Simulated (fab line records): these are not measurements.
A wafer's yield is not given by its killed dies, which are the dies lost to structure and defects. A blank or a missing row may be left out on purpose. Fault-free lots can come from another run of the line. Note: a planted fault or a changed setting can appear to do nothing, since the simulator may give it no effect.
What tool caused it? | flow n5-finfet | 42 wafers from 14 lots sampled at 6 of the route's 1938 steps

## WHAT EACH GAUGE READ, for each wafer
N5_BEOL_M4_CD_MEAS_18: pitch 36 nm, target cd 18 nm. Usual: 18.08 nm for cd-nm, sd 0.3.
lot  | measured     | on        | cd-nm (nm)        | flag
L847 | day 7 16:04  | cd-sem-03 | 18.47 18.45 17.99 |
L848 | day 8 00:44  | cd-sem-02 | 17.75 18.03 17.57 |
L850 | day 8 15:37  | cd-sem-02 | 17.95 17.96 18.37 |
L851 | day 8 16:23  | cd-sem-01 | 18.01 18.07 18.10 |
L852 | day 8 23:39  | cd-sem-01 | 17.78 18.04 18.33 |
L854 | day 9 16:16  | cd-sem-03 | 17.86 18.32 18.06 |
L855 | day 9 17:43  | cd-sem-02 | 17.62 17.85 18.16 |
L859 | day 10 18:29 | cd-sem-01 | 18.10 18.11 18.17 |
L862 | day 11 08:48 | cd-sem-02 | 17.34 17.80 18.29 |
L863 | day 12 05:42 | cd-sem-01 | - - -             | OFF
L864 | day 12 08:06 | cd-sem-02 | - - -             | OFF
L866 | day 12 08:14 | cd-sem-02 | 18.16 17.77 18.17 |
L868 | day 13 03:51 | cd-sem-01 | 17.75 18.48 17.66 |
L869 | day 14 00:39 | cd-sem-02 | 18.31 18.51 18.68 |

N5_BEOL_M4_CD_MEAS_28: target cd 26.2 nm, target cd y 24.1 nm. Usual: 26.21 nm for cd-nm, sd 0.27.
lot  | measured     | on        | cd-nm (nm)        | flag
L847 | day 7 16:23  | cd-sem-03 | 26.32 26.21 26.38 |
L848 | day 8 01:11  | cd-sem-03 | 26.57 26.45 26.38 |
L850 | day 8 16:03  | cd-sem-02 | 26.52 26.39 26.73 |
L851 | day 8 16:50  | cd-sem-02 | 26.24 26.47 26.24 |
L852 | day 8 23:58  | cd-sem-02 | 26.29 26.56 26.09 |
L854 | day 9 16:35  | cd-sem-03 | 26.34 26.36 26.34 |
L855 | day 9 18:02  | cd-sem-01 | 25.91 25.88 26.07 |
L859 | day 10 18:49 | cd-sem-03 | 26.24 26.30 26.22 |
L862 | day 11 09:08 | cd-sem-02 | 26.13 26.29 26.53 |
L866 | day 12 08:37 | cd-sem-02 | 26.55 26.07 26.13 |
L868 | day 13 04:17 | cd-sem-02 | 26.26 26.58 26.00 |
L869 | day 14 00:58 | cd-sem-02 | 26.26 26.70 26.19 |

N5_BEOL_M4_RC_MEAS_101. Usual: DIBL_N 35.7 mV/V, standard deviation 1.3; DIBL_P 35.4 mV/V, standard deviation 1.8; IOFF_N 0.152 nA/um, standard deviation 0.027; IOFF_P 0.20 nA/um, standard deviation 0.034; ION_N 672 uA/um, standard deviation 9.8; ION_P 461 uA/um, standard deviation 7.5; SS_N 71.4 mV/dec, standard deviation 0.55; SS_P 73.1 mV/dec, standard deviation 0.61; VT_N 251 mV, standard deviation 3.3; VT_P -251 mV, standard deviation 3.6.
lot  | measured     | on        | DIBL_N (mV/V)  | DIBL_P (mV/V)  | IOFF_N (nA/um)    | IOFF_P (nA/um) | ION_N (uA/um) | ION_P (uA/um) | SS_N (mV/dec)  | SS_P (mV/dec)  | VT_N (mV)   | VT_P (mV)      | flag
L847 | day 7 23:58  | prober-01 | 34.0 35.2 34.4 | 32.5 34.1 34.2 | 0.114 0.133 0.126 | 0.16 0.18 0.18 | 661 670 659   | 457 464 452   | 70.3 70.6 71.3 | 72.7 73.5 73.0 | 255 253 255 | -255 -251 -250 |
L848 | day 8 11:07  | prober-01 | 38.6 34.7 34.8 | 38.5 32.9 34.2 | 0.217 0.139 0.144 | 0.30 0.21 0.22 | 674 671 673   | 468 463 460   | 72.4 71.0 71.6 | 74.4 72.9 73.5 | 248 251 251 | -244 -249 -248 |
L850 | day 8 23:14  | prober-01 | 35.8 36.4 36.6 | 36.2 37.6 37.3 | 0.162 0.186 0.188 | 0.18 0.19 0.19 | 676 688 673   | 452 469 453   | 71.3 71.3 72.3 | 73.1 73.7 73.8 | 253 246 251 | -258 -252 -253 |
L851 | day 9 02:27  | prober-02 | 35.6 38.0 37.0 | 36.1 39.5 37.8 | 0.174 0.237 0.203 | 0.24 0.32 0.27 | 679 694 691   | 472 484 481   | 71.7 72.4 71.8 | 73.4 73.6 73.5 | 247 243 243 | -243 -242 -243 |
L852 | day 9 08:35  | prober-02 | 35.7 35.7 35.1 | 36.7 36.7 36.3 | 0.162 0.163 0.152 | 0.23 0.23 0.22 | 680 678 678   | 468 467 467   | 71.3 71.4 71.0 | 72.6 72.1 73.0 | 247 247 249 | -247 -248 -247 |
L854 | day 10 02:28 | prober-02 | 33.7 35.1 33.6 | 32.3 34.0 32.7 | 0.114 0.131 0.112 | 0.16 0.19 0.17 | 666 674 666   | 458 463 467   | 70.7 71.6 72.0 | 72.2 72.7 72.5 | 256 255 255 | -253 -253 -255 |
L855 | day 10 03:15 | prober-02 | 36.5 37.6 37.4 | 34.9 35.7 36.3 | 0.147 0.154 0.156 | 0.19 0.21 0.21 | 671 669 675   | 458 459 458   | 72.1 71.6 72.1 | 73.5 73.0 73.0 | 251 250 253 | -248 -251 -249 |
L859 | day 11 01:20 | prober-02 | 34.1 35.7 36.3 | 33.8 35.6 36.0 | 0.115 0.138 0.146 | 0.16 0.18 0.19 | 656 673 661   | 450 454 452   | 71.3 72.0 71.7 | 72.5 72.6 73.2 | 254 254 253 | -253 -255 -254 |
L862 | day 11 21:49 | prober-01 | 35.0 34.2 34.6 | 34.7 32.8 33.7 | 0.129 0.116 0.115 | 0.19 0.16 0.17 | 657 658 653   | 458 456 453   | 71.1 71.4 70.1 | 73.4 72.4 72.1 | 253 257 256 | -250 -252 -250 |
L866 | day 12 17:35 | prober-02 | 33.4 33.5 36.0 | 34.1 33.9 36.6 | 0.116 0.108 0.151 | 0.15 0.15 0.18 | 656 649 663   | 451 445 452   | 71.0 70.8 71.3 | 72.4 72.5 73.1 | 256 258 251 | -258 -256 -257 |
L868 | day 13 20:10 | prober-01 | 34.3 36.4 35.3 | 34.6 36.6 35.2 | 0.123 0.150 0.124 | 0.18 0.20 0.17 | 663 673 667   | 458 464 456   | 71.2 71.5 71.2 | 72.0 73.5 72.7 | 253 250 253 | -252 -250 -251 |
L869 | day 14 06:29 | prober-02 | 34.8 33.8 35.4 | 33.5 32.4 34.7 | 0.121 0.104 0.132 | 0.19 0.17 0.20 | 674 653 668   | 459 457 467   | 70.5 70.8 71.3 | 73.0 72.3 73.0 | 254 259 252 | -252 -253 -249 |

## EACH LOT AND THE TOOL THAT RAN IT (in order: tool; ch and the chambers of the sampled wafers; start)
lot  | N5_BEOL_M3_PRE_CLEAN_60          | N5_BEOL_M4_HM_DEP_02         | N5_BEOL_M4_HM_OPEN_17
L847 | cvd-co-02 ch 1,2, day 7 13:16    | pvd-sputter-02, day 7 15:07  | rie-metal-01 ch 0,1, day 7 15:53
L848 | cvd-co-02 ch 0,1, day 7 22:56    | pvd-sputter-02, day 7 23:24  | rie-metal-03 ch 0,1, day 8 00:17
L850 | cvd-co-02 ch 1,2, day 8 14:05    | pvd-sputter-03, day 8 14:32  | rie-metal-02 ch 0, day 8 15:26
L851 | cvd-co-02 ch 0,1,2, day 8 14:36  | pvd-sputter-03, day 8 15:16  | rie-metal-01 ch 0,1, day 8 16:14
L852 | cvd-co-01 ch 0,1, day 8 21:27    | pvd-sputter-01, day 8 22:28  | rie-metal-01 ch 0,1, day 8 23:24
L854 | cvd-co-02 ch 0,1,2, day 9 14:50  | pvd-sputter-01, day 9 15:19  | rie-metal-02 ch 0, day 9 16:05
L855 | cvd-co-02 ch 0,1,2, day 9 15:22  | pvd-sputter-02, day 9 16:45  | rie-metal-01 ch 0,1, day 9 17:32
L859 | cvd-co-01 ch 0,1,2, day 10 16:40 | pvd-sputter-01, day 10 17:32 | rie-metal-01 ch 0,1, day 10 18:19
L862 | cvd-co-01 ch 0,1,2, day 11 06:50 | pvd-sputter-01, day 11 07:51 | rie-metal-01 ch 0,1, day 11 08:37
L863 | cvd-co-02 ch 0,1,2, day 12 03:00 | pvd-sputter-02, day 12 04:45 | rie-metal-02 ch 0,1, day 12 05:31
L864 | cvd-co-02 ch 1,2, day 12 04:35   | pvd-sputter-02, day 12 06:51 | rie-metal-01 ch 0,1, day 12 07:54
L866 | cvd-co-02 ch 0,2, day 12 05:25   | pvd-sputter-02, day 12 07:02 | rie-metal-02 ch 0,1, day 12 08:03
L868 | cvd-co-01 ch 1,2, day 13 02:22   | pvd-sputter-02, day 13 02:50 | rie-metal-01 ch 0,1, day 13 03:36
L869 | cvd-co-02 ch 0,1,2, day 13 21:46 | pvd-sputter-01, day 13 23:30 | rie-metal-01 ch 0,1, day 14 00:24
- N5_BEOL_M3_PRE_CLEAN_60: time 15 s.
- N5_BEOL_M4_HM_DEP_02: deposits TiN, target thk 20 nm.
- N5_BEOL_M4_HM_OPEN_17: chemistry Cl2/BCl3, target TiN, target depth 20 nm, overetch 6 nm.

## AS READ BY THE TOOLS THEMSELVES (means over the sampled wafers that have a number; for cases with no such wafer, the mark the record gives instead)
N5_BEOL_M3_PRE_CLEAN_60. Usual: 89 W for heater-power-w, sd 20.
lot  | tool      | heater-power-w (W) | flag
L847 | cvd-co-02 | 87                 |
L848 | cvd-co-02 | 114                |
L850 | cvd-co-02 | 102                |
L851 | cvd-co-02 | 103                |
L852 | cvd-co-01 | 79                 |
L854 | cvd-co-02 | 101                |
L855 | cvd-co-02 | 102                |
L859 | cvd-co-01 | 74                 |
L862 | cvd-co-01 | 73                 |
L863 | cvd-co-02 | 102                |
L864 | cvd-co-02 | 89                 |
L866 | cvd-co-02 | 90                 |
L868 | cvd-co-01 | 67                 |
L869 | cvd-co-02 | 104                |

N5_BEOL_M4_HM_DEP_02. Usual: chamber-pressure-pa 0.5000 Pa, standard deviation 0.001; throttle-valve-pct 29.8 %, standard deviation 0.82.
lot  | tool           | chamber-pressure-pa (Pa) | throttle-valve-pct (%) | flag
L847 | pvd-sputter-02 | 0.5001                   | 29.6                   |
L848 | pvd-sputter-02 | 0.5011                   | 29.9                   |
L850 | pvd-sputter-03 | 0.4992                   | 29.6                   |
L851 | pvd-sputter-03 | 0.5001                   | 29.7                   |
L852 | pvd-sputter-01 | 0.5005                   | 30.0                   |
L854 | pvd-sputter-01 | 0.4999                   | 30.2                   |
L855 | pvd-sputter-02 | 0.5002                   | 30.1                   |
L859 | pvd-sputter-01 | 0.5005                   | 30.2                   |
L862 | pvd-sputter-01 | 0.5000                   | 30.2                   |
L863 | pvd-sputter-02 | 0.5001                   | 29.0                   |
L864 | pvd-sputter-02 | 0.5005                   | 30.0                   |
L866 | pvd-sputter-02 | 0.5004                   | 30.4                   |
L868 | pvd-sputter-02 | 0.4997                   | 28.8                   |
L869 | pvd-sputter-01 | 0.5006                   | 30.0                   |

N5_BEOL_M4_HM_OPEN_17. Usual: value, then standard deviation, for each; bcl3-flow-sccm 21.76 sccm / 0.065; bias-w 126.0 W / 0.36; drypump-motor-current-A 5.8 A / 0.35; he-backside-leak-sccm 3.44 sccm / 0.19; oes_ar_750_au 0.79 a.u. / 0.11; oes-product-au 0.67 a.u. / 0.091; throttle-valve-pct 22.01 % / 0.14.
lot  | tool         | bcl3-flow-sccm (sccm) | bias-w (W) | drypump-motor-current-A (A) | he-backside-leak-sccm (sccm) | oes_ar_750_au (a.u.) | oes-product-au (a.u.) | throttle-valve-pct (%) | flag
L847 | rie-metal-01 | 21.79                 | 125.9      | 5.5                         | 3.46                         | 0.81                 | 0.69                  | 22.08                  |
L848 | rie-metal-03 | 21.79                 | 125.8      | 6.0                         | 3.27                         | 0.69                 | 0.60                  | 21.94                  |
L850 | rie-metal-02 | 21.82                 | 125.8      | 6.2                         | 3.23                         | 0.81                 | 0.69                  | 22.05                  |
L851 | rie-metal-01 | 21.80                 | 126.8      | 5.4                         | 3.56                         | 0.71                 | 0.61                  | 22.14                  |
L852 | rie-metal-01 | 21.82                 | 126.0      | 5.4                         | 3.59                         | 0.72                 | 0.62                  | 22.14                  |
L854 | rie-metal-02 | 21.73                 | 126.3      | 6.1                         | 3.19                         | 0.81                 | 0.69                  | 22.05                  |
L855 | rie-metal-01 | 21.78                 | 125.9      | 5.4                         | 3.73                         | 0.72                 | 0.61                  | 22.13                  |
L859 | rie-metal-01 | 21.74                 | 126.0      | 5.4                         | 3.72                         | 0.71                 | 0.61                  | 22.13                  |
L862 | rie-metal-01 | 21.74                 | 126.2      | 5.5                         | 3.55                         | 0.71                 | 0.61                  | 22.13                  |
L863 | rie-metal-02 | -                     | -          | -                           | -                            | -                    | -                     | -                      | OFF
L864 | rie-metal-01 | -                     | -          | -                           | -                            | -                    | -                     | -                      | OFF
L866 | rie-metal-02 | 21.75                 | 125.8      | 6.2                         | 3.39                         | 0.85                 | 0.73                  | 21.88                  |
L868 | rie-metal-01 | 21.81                 | 125.9      | 5.5                         | 3.65                         | 0.69                 | 0.60                  | 22.16                  |
L869 | rie-metal-01 | 21.79                 | 125.9      | 5.4                         | 3.63                         | 0.69                 | 0.59                  | 22.16                  |

## THE ANSWER, worked out from the rows above alone
Rule: a lot counts as off when the mean over its wafers that have a number is more than 3 standard deviations away from the usual mean. A lot without any number at a reading at which 4 lots or more have one is off too. Where the step has rows for the other lots, those lots are counted as sound. Order of review: gauges by route order, followed by the tools' own readings, for which a lot's mean as printed above is used. At the first step where some lot is off, the reading lying furthest off is the one used; lots without a number count as furthest.
Off: L863, L864, at N5_BEOL_M4_CD_MEAS_18 (cd-nm). Without a number there: L863, L864.
A tool fits if, at a process step before that reading, it ran every lot that is off, and no sound lot after the first of them. The gauges at N5_BEOL_M4_CD_MEAS_18 aren't tried: what is off there is off at N5_BEOL_M4_HM_OPEN_17 too, on other tools, and a gauge's error can't cause that. None of those tried fits.

## WHAT WAS PUT IN BY THE SIMULATOR
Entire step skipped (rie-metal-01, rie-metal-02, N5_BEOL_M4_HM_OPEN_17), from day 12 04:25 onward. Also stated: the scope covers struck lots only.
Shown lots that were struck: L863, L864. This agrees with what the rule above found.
